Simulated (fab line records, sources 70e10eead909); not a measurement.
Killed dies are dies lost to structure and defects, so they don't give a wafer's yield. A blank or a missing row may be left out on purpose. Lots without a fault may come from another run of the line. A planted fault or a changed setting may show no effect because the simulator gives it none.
Chamber matching | flow nand_harc | NHARC_A_M1_DESCUM_14 on rie_diel-02: 4 sister chambers
The step chemistry O2, time 3 s. 8 wafers are shown with their chamber, then 8 later ones without.

WAFERS WITH THEIR CHAMBER
wafer  | chamber | showerhead_plenum_p_Torr (Torr) | drypump_motor_current_A (A)
L078.2 | 3       | 1.99                            | 6.4
L085.1 | 2       | 1.89                            | 4.9
L085.2 | 0       | 1.81                            | 5.1
L085.6 | 2       | 1.89                            | 4.9
L087.1 | 3       | 1.98                            | 6.4
L087.3 | 1       | 1.99                            | 6.0
L087.5 | 0       | 1.81                            | 5.1
L092.3 | 1       | 1.99                            | 6.1

WAFERS WITHOUT THEIR CHAMBER
wafer  | showerhead_plenum_p_Torr (Torr) | drypump_motor_current_A (A)
L092.4 | 1.89                            | 4.9
L092.6 | 1.99                            | 6.1
L097.2 | 1.98                            | 6.5
L097.4 | 1.99                            | 6.1
L097.5 | 1.81                            | 5.1
L096.2 | 1.81                            | 5.1
L096.3 | 1.99                            | 6.0
L096.5 | 1.99                            | 6.0

WHICH CHAMBER EACH WENT THROUGH
wafer  | from the rows above | in truth
L092.4 | 2                   | 2
L092.6 | 1                   | 1
L097.2 | 3                   | 3
L097.4 | 1                   | 1
L097.5 | 0                   | 0
L096.2 | 0                   | 0
L096.3 | 1                   | 1
L096.5 | 1                   | 1
Placed correctly: 8 of 8. Can't be placed from these rows: 0. Placed wrongly: 0.
How it was worked out, from the rows above alone: a wafer's distance from a chamber is the root of the sum, over the readings, of the square of ((its reading less the chamber's mean) divided by the reading's scatter). The wafer belongs to the nearest chamber; if the next one is less than 2 further off, it can't be placed. A chamber's mean is the mean of its shown wafers. The scatter: the root of (the sum of the squares of (reading less its chamber's mean) over the shown wafers, divided by (wafers less chambers)).
